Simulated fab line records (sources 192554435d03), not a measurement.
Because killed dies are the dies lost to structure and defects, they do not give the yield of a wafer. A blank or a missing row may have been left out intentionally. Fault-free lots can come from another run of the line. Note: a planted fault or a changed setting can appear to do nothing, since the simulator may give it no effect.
Which tool did it? | flow n5_finfet | 22 lots with 66 wafers sampled at 6 steps, on a route of 1938 steps

WHAT EACH GAUGE READ, for each wafer
N5_BEOL_M1_THK_MEAS_53: measures by xrf. Usual: for M1_THK the level is 41.5 nm and the standard deviation is 1.7.
lot  | measured     | on            | M1_THK (nm)    | flag
L074 | day 6 10:06  | film_metro-02 | 43.6 44.5 42.6 |
L075 | day 6 17:20  | film_metro-02 | 41.1 44.5 41.7 |
L076 | day 7 02:18  | film_metro-01 | 43.9 40.9 43.9 |
L077 | day 7 05:29  | film_metro-01 | 42.9 42.6 43.0 |
L078 | day 7 11:42  | film_metro-02 | 39.9 41.0 41.0 |
L079 | day 8 13:36  | film_metro-02 | 41.9 44.3 43.1 |
L081 | day 8 21:14  | film_metro-01 | 39.3 41.9 40.7 |
L082 | day 8 21:32  | film_metro-02 | 42.6 43.3 43.9 |
L080 | day 9 00:10  | film_metro-02 | 41.9 43.9 44.9 |
L083 | day 9 04:02  | film_metro-02 | 39.5 41.9 42.7 |
L085 | day 9 00:27  | film_metro-01 | 40.7 40.0 41.8 |
L084 | day 9 12:47  | film_metro-02 | 41.4 40.8 42.0 |
L087 | day 9 14:52  | film_metro-01 | 41.1 39.9 37.7 |
L086 | day 9 14:19  | film_metro-01 | 41.8 42.9 42.4 |
L088 | day 10 00:49 | film_metro-02 | 41.8 39.1 41.7 |
L089 | day 10 09:05 | film_metro-02 | 38.0 39.9 44.8 |
L092 | day 11 00:53 | film_metro-01 | 41.5 42.3 41.5 |
L091 | day 11 04:37 | film_metro-02 | 42.9 41.4 41.5 |
L093 | day 11 05:55 | film_metro-02 | 42.0 40.8 42.0 |
L094 | day 11 22:16 | film_metro-01 | 42.4 44.9 41.6 |
L095 | day 12 06:02 | film_metro-01 | 39.1 38.5 40.1 |
L097 | day 12 10:09 | film_metro-01 | 41.9 41.2 42.6 |

WHAT TOOL EACH LOT RAN ON (gives the tool, then ch and the chambers of the sampled wafers, and finally the start)
lot  | N5_BEOL_M1_DESCUM_33               | N5_BEOL_M1_ETCH_77                 | N5_BEOL_M1_STRIP_36                | N5_BEOL_M1_PRE_CLEAN_45      | N5_BEOL_M1_SPUTTER_88
L074 | rie_diel-04 ch 1,2,3, day 6 01:31  | rie_diel-04 ch 1,2,3, day 6 01:33  | rie_diel-01 ch 0,3, day 6 06:07    | pvd_sputter-02, day 6 06:40  | pvd_sputter-03, day 6 08:21
L075 | rie_diel-05 ch 1,2,3, day 6 11:28  | rie_diel-05 ch 1,2,3, day 6 11:30  | rie_diel-01 ch 1,3, day 6 13:05    | pvd_sputter-01, day 6 14:02  | pvd_sputter-01, day 6 15:40
L076 | rie_diel-01 ch 0,1,3, day 6 20:01  | rie_diel-01 ch 0,1,3, day 6 20:03  | rie_diel-04 ch 0,1,3, day 6 20:51  | pvd_sputter-03, day 6 21:28  | pvd_sputter-01, day 7 00:38
L077 | rie_diel-01 ch 0,2, day 6 21:11    | rie_diel-01 ch 0,2, day 6 21:13    | rie_diel-04 ch 2,3, day 7 01:29    | pvd_sputter-02, day 7 02:11  | pvd_sputter-01, day 7 03:50
L078 | rie_diel-01 ch 0,3, day 7 06:50    | rie_diel-01 ch 0,3, day 7 06:52    | rie_diel-05 ch 0,1, day 7 07:40    | pvd_sputter-02, day 7 08:28  | pvd_sputter-02, day 7 10:02
L079 | rie_diel-05 ch 0,1,3, day 7 15:49  | rie_diel-05 ch 0,1,3, day 7 15:51  | rie_diel-01 ch 1,2,3, day 8 07:59  | pvd_sputter-01, day 8 08:39  | pvd_sputter-02, day 8 11:55
L081 | rie_diel-05 ch 1,2,3, day 8 14:28  | rie_diel-05 ch 1,2,3, day 8 14:30  | rie_diel-05 ch 0,1, day 8 16:11    | pvd_sputter-01, day 8 17:52  | pvd_sputter-02, day 8 19:18
L082 | rie_diel-05 ch 0,3, day 8 14:37    | rie_diel-05 ch 0,3, day 8 14:39    | rie_diel-01 ch 0,1,3, day 8 16:17  | pvd_sputter-01, day 8 18:02  | pvd_sputter-01, day 8 19:52
L080 | rie_diel-05 ch 1,2, day 8 14:43    | rie_diel-05 ch 1,2, day 8 14:46    | rie_diel-01 ch 2,3, day 8 18:26    | pvd_sputter-02, day 8 20:43  | pvd_sputter-02, day 8 22:13
L083 | rie_diel-01 ch 0,1,3, day 8 14:52  | rie_diel-01 ch 0,1,3, day 8 14:53  | rie_diel-04 ch 0,1, day 9 00:18    | pvd_sputter-01, day 9 00:44  | pvd_sputter-03, day 9 02:21
L085 | rie_diel-01 ch 0,1,2, day 8 19:17  | rie_diel-01 ch 0,1,2, day 8 19:19  | rie_diel-01 ch 0,3, day 8 20:35    | pvd_sputter-02, day 8 21:13  | pvd_sputter-01, day 8 22:47
L084 | rie_diel-05 ch 1,3, day 8 19:36    | rie_diel-05 ch 1,3, day 8 19:38    | rie_diel-01 ch 2,3, day 9 07:48    | pvd_sputter-03, day 9 08:19  | pvd_sputter-01, day 9 11:07
L087 | rie_diel-05 ch 0,1,2, day 9 01:48  | rie_diel-05 ch 0,1,2, day 9 01:50  | rie_diel-05 ch 0,1, day 9 10:25    | pvd_sputter-02, day 9 11:11  | pvd_sputter-01, day 9 12:58
L086 | rie_diel-04 ch 1,2, day 9 08:22    | rie_diel-04 ch 1,2, day 9 08:23    | rie_diel-01 ch 0,2, day 9 10:19    | pvd_sputter-03, day 9 11:10  | pvd_sputter-03, day 9 12:38
L088 | rie_diel-04 ch 1,2, day 9 19:37    | rie_diel-04 ch 1,2, day 9 19:39    | rie_diel-01 ch 1,2,3, day 9 21:05  | pvd_sputter-03, day 9 21:35  | pvd_sputter-02, day 9 23:08
L089 | rie_diel-04 ch 1,2,3, day 10 00:01 | rie_diel-04 ch 1,2,3, day 10 00:03 | rie_diel-05 ch 1,3, day 10 03:22   | pvd_sputter-03, day 10 04:08 | pvd_sputter-02, day 10 07:26
L092 | rie_diel-05 ch 0,1,3, day 10 18:16 | rie_diel-05 ch 0,1,3, day 10 18:17 | rie_diel-04 ch 0,1,2, day 10 20:46 | pvd_sputter-03, day 10 21:24 | pvd_sputter-03, day 10 23:04
L091 | rie_diel-04 ch 1,2,3, day 10 22:37 | rie_diel-04 ch 1,2,3, day 10 22:39 | rie_diel-04 ch 0,2,3, day 11 00:27 | pvd_sputter-01, day 11 01:02 | pvd_sputter-02, day 11 02:41
L093 | rie_diel-01 ch 1,3, day 10 22:40   | rie_diel-01 ch 1,3, day 10 22:43   | rie_diel-05 ch 0,2,3, day 11 00:28 | pvd_sputter-03, day 11 01:07 | pvd_sputter-01, day 11 04:15
L094 | rie_diel-04 ch 0,1, day 11 11:11   | rie_diel-04 ch 0,1, day 11 11:13   | rie_diel-01 ch 0,3, day 11 17:56   | pvd_sputter-01, day 11 18:36 | pvd_sputter-01, day 11 20:36
L095 | rie_diel-04 ch 2,3, day 12 00:02   | rie_diel-04 ch 2,3, day 12 00:04   | rie_diel-01 ch 0,3, day 12 01:42   | pvd_sputter-03, day 12 02:36 | pvd_sputter-03, day 12 04:11
L097 | rie_diel-04 ch 1,2, day 12 04:04   | rie_diel-04 ch 1,2, day 12 04:07   | rie_diel-04 ch 0,2,3, day 12 06:26 | pvd_sputter-03, day 12 06:56 | pvd_sputter-02, day 12 08:29
- N5_BEOL_M1_DESCUM_33: chemistry O2, time 7 s.
- N5_BEOL_M1_ETCH_77: etches underlayer in N2/H2, target depth 6.5 nm, time 5.2 s.
- N5_BEOL_M1_STRIP_36: strips in N2/H2.
- N5_BEOL_M1_PRE_CLEAN_45: time 30 s.
- N5_BEOL_M1_SPUTTER_88: material Cu, target thk 4.5 nm, time 8.29 s.

AS READ BY THE TOOLS THEMSELVES (means over the sampled wafers that have a number; for cases with no such wafer, the mark the record gives instead)
N5_BEOL_M1_DESCUM_33. Usual: chamber_pressure_mTorr 20.00 mTorr, standard deviation 0.034; drypump_motor_current_A 5.7 A, standard deviation 0.35; oes_product_au 0.78 a.u., standard deviation 0.091; rf_vpp_V 243.2 V, standard deviation 1.2; showerhead_plenum_p_Torr 2.10 Torr, standard deviation 0.053; throttle_valve_pct 20.37 %, standard deviation 0.23.
lot  | tool        | chamber_pressure_mTorr (mTorr) | drypump_motor_current_A (A) | oes_product_au (a.u.) | rf_vpp_V (V) | showerhead_plenum_p_Torr (Torr) | throttle_valve_pct (%) | flag
L074 | rie_diel-04 | 20.00                          | 6.1                         | 0.78                  | 243.9        | 2.12                            | 20.33                  |
L075 | rie_diel-05 | 19.99                          | 5.6                         | 0.72                  | 242.6        | 2.09                            | 20.40                  |
L076 | rie_diel-01 | 20.01                          | 5.5                         | 0.78                  | 241.9        | 2.07                            | 20.34                  |
L077 | rie_diel-01 | 20.00                          | 5.3                         | 0.80                  | 243.3        | 2.10                            | 20.51                  |
L078 | rie_diel-01 | 19.99                          | 5.5                         | 0.78                  | 243.2        | 2.05                            | 20.31                  |
L079 | rie_diel-05 | 20.00                          | 5.4                         | 0.79                  | 244.3        | 2.14                            | 20.39                  |
L081 | rie_diel-05 | 20.01                          | 5.6                         | 0.72                  | 243.1        | 2.09                            | 20.41                  |
L082 | rie_diel-05 | 20.01                          | 5.5                         | 0.76                  | 244.2        | 2.13                            | 20.50                  |
L080 | rie_diel-05 | 20.00                          | 5.6                         | 0.73                  | 243.2        | 2.09                            | 20.38                  |
L083 | rie_diel-01 | 19.99                          | 5.5                         | 0.77                  | 243.2        | 2.07                            | 20.35                  |
L085 | rie_diel-01 | 19.99                          | 5.4                         | 0.75                  | 243.0        | 2.09                            | 20.54                  |
L084 | rie_diel-05 | 20.00                          | 5.3                         | 0.72                  | 243.7        | 2.10                            | 20.34                  |
L087 | rie_diel-05 | 20.00                          | 5.5                         | 0.79                  | 243.8        | 2.14                            | 20.37                  |
L086 | rie_diel-04 | 19.99                          | 6.2                         | 0.82                  | 243.3        | 2.09                            | 20.17                  |
L088 | rie_diel-04 | 20.00                          | 6.2                         | 0.81                  | 243.2        | 2.09                            | 20.17                  |
L089 | rie_diel-04 | 20.00                          | 6.1                         | 0.83                  | 243.5        | 2.11                            | 20.24                  |
L092 | rie_diel-05 | 20.01                          | 5.4                         | 0.76                  | 243.8        | 2.14                            | 20.43                  |
L091 | rie_diel-04 | 19.99                          | 6.1                         | 0.82                  | 243.3        | 2.11                            | 20.26                  |
L093 | rie_diel-01 | 19.99                          | 5.7                         | 0.73                  | 242.6        | 2.03                            | 20.35                  |
L094 | rie_diel-04 | 20.01                          | 5.8                         | 0.86                  | 243.5        | 2.14                            | 20.33                  |
L095 | rie_diel-04 | 20.00                          | 6.0                         | 0.88                  | 243.0        | 2.10                            | 20.11                  |
L097 | rie_diel-04 | 20.01                          | 6.2                         | 0.79                  | 242.9        | 2.08                            | 20.20                  |

N5_BEOL_M1_ETCH_77. Usual: chamber_pressure_mTorr 30.01 mTorr, standard deviation 0.037; drypump_motor_current_A 5.7 A, standard deviation 0.35; etch_rf_on_time_s 5.20 s, standard deviation 0.13; oes_product_au 0.67 a.u., standard deviation 0.078; rf_vpp_V 524.1 V, standard deviation 2; showerhead_plenum_p_Torr 2.55 Torr, standard deviation 0.066; throttle_valve_pct 17.77 %, standard deviation 0.23.
lot  | tool        | chamber_pressure_mTorr (mTorr) | drypump_motor_current_A (A) | etch_rf_on_time_s (s) | oes_product_au (a.u.) | rf_vpp_V (V) | showerhead_plenum_p_Torr (Torr) | throttle_valve_pct (%) | flag
L074 | rie_diel-04 | 30.01                          | 6.1                         | 5.13                  | 0.66                  | 526.0        | 2.58                            | 17.80                  |
L075 | rie_diel-05 | 30.01                          | 5.6                         | 5.30                  | 0.62                  | 524.0        | 2.53                            | 17.78                  |
L076 | rie_diel-01 | 30.02                          | 5.5                         | 5.16                  | 0.66                  | 524.8        | 2.52                            | 17.72                  |
L077 | rie_diel-01 | 30.01                          | 5.3                         | 5.20                  | 0.68                  | 524.2        | 2.55                            | 17.89                  |
L078 | rie_diel-01 | 30.03                          | 5.6                         | 5.14                  | 0.66                  | 523.2        | 2.48                            | 17.69                  |
L079 | rie_diel-05 | 30.00                          | 5.4                         | 5.20                  | 0.67                  | 524.8        | 2.59                            | 17.74                  |
L081 | rie_diel-05 | 30.01                          | 5.6                         | 5.38                  | 0.60                  | 523.3        | 2.53                            | 17.78                  |
L082 | rie_diel-05 | 29.98                          | 5.5                         | 5.32                  | 0.64                  | 524.1        | 2.58                            | 17.81                  |
L080 | rie_diel-05 | 30.01                          | 5.7                         | 5.31                  | 0.62                  | 524.2        | 2.53                            | 17.78                  |
L083 | rie_diel-01 | 30.01                          | 5.5                         | 5.16                  | 0.66                  | 524.4        | 2.51                            | 17.73                  |
L085 | rie_diel-01 | 29.99                          | 5.4                         | 5.19                  | 0.65                  | 524.4        | 2.53                            | 17.95                  |
L084 | rie_diel-05 | 29.98                          | 5.3                         | 5.27                  | 0.62                  | 523.1        | 2.54                            | 17.72                  |
L087 | rie_diel-05 | 30.02                          | 5.5                         | 5.27                  | 0.67                  | 524.9        | 2.59                            | 17.76                  |
L086 | rie_diel-04 | 30.01                          | 6.2                         | 5.01                  | 0.71                  | 522.4        | 2.53                            | 17.56                  |
L088 | rie_diel-04 | 30.02                          | 6.2                         | 5.12                  | 0.69                  | 523.1        | 2.53                            | 17.59                  |
L089 | rie_diel-04 | 29.99                          | 6.1                         | 5.13                  | 0.72                  | 525.1        | 2.57                            | 17.69                  |
L092 | rie_diel-05 | 30.01                          | 5.4                         | 5.30                  | 0.65                  | 526.3        | 2.58                            | 17.73                  |
L091 | rie_diel-04 | 30.01                          | 6.1                         | 5.11                  | 0.71                  | 524.9        | 2.57                            | 17.71                  |
L093 | rie_diel-01 | 30.02                          | 5.6                         | 5.24                  | 0.62                  | 521.4        | 2.46                            | 17.78                  |
L094 | rie_diel-04 | 30.00                          | 5.9                         | 5.20                  | 0.73                  | 526.7        | 2.61                            | 17.76                  |
L095 | rie_diel-04 | 30.03                          | 6.0                         | 5.18                  | 0.75                  | 523.9        | 2.56                            | 17.61                  |
L097 | rie_diel-04 | 30.01                          | 6.2                         | 5.03                  | 0.68                  | 523.4        | 2.52                            | 17.61                  |

N5_BEOL_M1_STRIP_36. Usual: chamber_pressure_mTorr 20.00 mTorr, standard deviation 0.032; drypump_motor_current_A 5.6 A, standard deviation 0.31; oes_product_au 0.76 a.u., standard deviation 0.085; rf_vpp_V 59.3 V, standard deviation 1.3; showerhead_plenum_p_Torr 2.54 Torr, standard deviation 0.071; throttle_valve_pct 23.56 %, standard deviation 0.24.
lot  | tool        | chamber_pressure_mTorr (mTorr) | drypump_motor_current_A (A) | oes_product_au (a.u.) | rf_vpp_V (V) | showerhead_plenum_p_Torr (Torr) | throttle_valve_pct (%) | flag
L074 | rie_diel-01 | 20.01                          | 5.6                         | 0.78                  | 59.5         | 2.48                            | 23.52                  |
L075 | rie_diel-01 | 20.01                          | 5.6                         | 0.75                  | 59.1         | 2.47                            | 23.51                  |
L076 | rie_diel-04 | 20.02                          | 5.9                         | 0.70                  | 59.5         | 2.62                            | 23.79                  |
L077 | rie_diel-04 | 20.00                          | 6.0                         | 0.77                  | 60.0         | 2.57                            | 23.63                  |
L078 | rie_diel-05 | 20.00                          | 5.3                         | 0.81                  | 59.2         | 2.60                            | 23.41                  |
L079 | rie_diel-01 | 19.98                          | 5.6                         | 0.72                  | 59.3         | 2.49                            | 23.71                  |
L081 | rie_diel-05 | 19.99                          | 5.3                         | 0.86                  | 58.6         | 2.65                            | 23.46                  |
L082 | rie_diel-01 | 19.97                          | 5.5                         | 0.77                  | 57.8         | 2.51                            | 23.46                  |
L080 | rie_diel-01 | 20.01                          | 5.6                         | 0.73                  | 60.2         | 2.46                            | 23.74                  |
L083 | rie_diel-04 | 19.99                          | 5.8                         | 0.69                  | 59.9         | 2.61                            | 23.78                  |
L085 | rie_diel-01 | 20.00                          | 5.4                         | 0.80                  | 58.8         | 2.52                            | 23.48                  |
L084 | rie_diel-01 | 19.99                          | 5.5                         | 0.70                  | 59.3         | 2.48                            | 23.92                  |
L087 | rie_diel-05 | 20.00                          | 5.3                         | 0.79                  | 59.0         | 2.59                            | 23.42                  |
L086 | rie_diel-01 | 19.98                          | 5.3                         | 0.77                  | 59.6         | 2.54                            | 23.67                  |
L088 | rie_diel-01 | 20.02                          | 5.5                         | 0.71                  | 58.4         | 2.49                            | 23.72                  |
L089 | rie_diel-05 | 20.01                          | 5.5                         | 0.69                  | 57.8         | 2.52                            | 23.45                  |
L092 | rie_diel-04 | 20.00                          | 6.0                         | 0.84                  | 58.6         | 2.56                            | 23.43                  |
L091 | rie_diel-04 | 20.00                          | 5.9                         | 0.92                  | 58.8         | 2.57                            | 23.41                  |
L093 | rie_diel-05 | 20.00                          | 5.6                         | 0.76                  | 58.9         | 2.57                            | 23.51                  |
L094 | rie_diel-01 | 20.00                          | 5.4                         | 0.77                  | 58.4         | 2.51                            | 23.53                  |
L095 | rie_diel-01 | 19.96                          | 5.5                         | 0.73                  | 59.4         | 2.47                            | 23.53                  |
L097 | rie_diel-04 | 19.99                          | 5.9                         | 0.89                  | 59.9         | 2.56                            | 23.45                  |

N5_BEOL_M1_PRE_CLEAN_45. Usual: 343 W for heater_power_w, sd 40.
lot  | tool           | heater_power_w (W) | flag
L074 | pvd_sputter-02 | 391                |
L075 | pvd_sputter-01 | 350                |
L076 | pvd_sputter-03 | 332                |
L077 | pvd_sputter-02 | 394                |
L078 | pvd_sputter-02 | 341                |
L079 | pvd_sputter-01 | 335                |
L081 | pvd_sputter-01 | 346                |
L082 | pvd_sputter-01 | 354                |
L080 | pvd_sputter-02 | 302                |
L083 | pvd_sputter-01 | 341                |
L085 | pvd_sputter-02 | 343                |
L084 | pvd_sputter-03 | 336                |
L087 | pvd_sputter-02 | 372                |
L086 | pvd_sputter-03 | 333                |
L088 | pvd_sputter-03 | 312                |
L089 | pvd_sputter-03 | 320                |
L092 | pvd_sputter-03 | 327                |
L091 | pvd_sputter-01 | 351                |
L093 | pvd_sputter-03 | 326                |
L094 | pvd_sputter-01 | 349                |
L095 | pvd_sputter-03 | 349                |
L097 | pvd_sputter-03 | 326                |

N5_BEOL_M1_SPUTTER_88. Usual: chuck_sensor_temp_C -16.1 C, standard deviation 0.57; throttle_valve_pct 29.6 %, standard deviation 1.2.
lot  | tool           | chuck_sensor_temp_C (C) | throttle_valve_pct (%) | flag
L074 | pvd_sputter-03 | -15.9                   | 29.6                   |
L075 | pvd_sputter-01 | -16.7                   | 28.8                   |
L076 | pvd_sputter-01 | -16.1                   | 29.1                   |
L077 | pvd_sputter-01 | -16.0                   | 30.1                   |
L078 | pvd_sputter-02 | -15.7                   | 30.0                   |
L079 | pvd_sputter-02 | -16.3                   | 30.2                   |
L081 | pvd_sputter-02 | -15.9                   | 29.3                   |
L082 | pvd_sputter-01 | -16.2                   | 29.1                   |
L080 | pvd_sputter-02 | -16.3                   | 29.9                   |
L083 | pvd_sputter-03 | -15.9                   | 29.6                   |
L085 | pvd_sputter-01 | -16.4                   | 29.9                   |
L084 | pvd_sputter-01 | -16.3                   | 29.8                   |
L087 | pvd_sputter-01 | -16.4                   | 29.7                   |
L086 | pvd_sputter-03 | -15.7                   | 30.5                   |
L088 | pvd_sputter-02 | -15.8                   | 31.1                   |
L089 | pvd_sputter-02 | -16.0                   | 29.4                   |
L092 | pvd_sputter-03 | -15.7                   | 30.5                   |
L091 | pvd_sputter-02 | -15.9                   | 30.5                   |
L093 | pvd_sputter-01 | -16.5                   | 29.8                   |
L094 | pvd_sputter-01 | -16.3                   | 28.8                   |
L095 | pvd_sputter-03 | -16.1                   | 29.7                   |
L097 | pvd_sputter-02 | -16.0                   | 29.5                   |

THE ANSWER, worked out from the rows above alone
Rule: a lot is off if the mean of its wafers that have a number lies more than 3 standard deviations from the usual mean. Also off: a lot with no number at a reading for which 4 or more lots have one. All remaining lots with rows at the step are treated as sound. After the gauges, taken in route order, come the tools' own readings; for these a lot's mean is taken, as printed above. At the first step where some lot is off, the reading lying furthest off is the one used; lots without a number count as furthest.
No lot is off on any of the readings shown, so nothing can be concluded from this.

WHAT HAD BEEN PUT IN BY THE SIMULATOR
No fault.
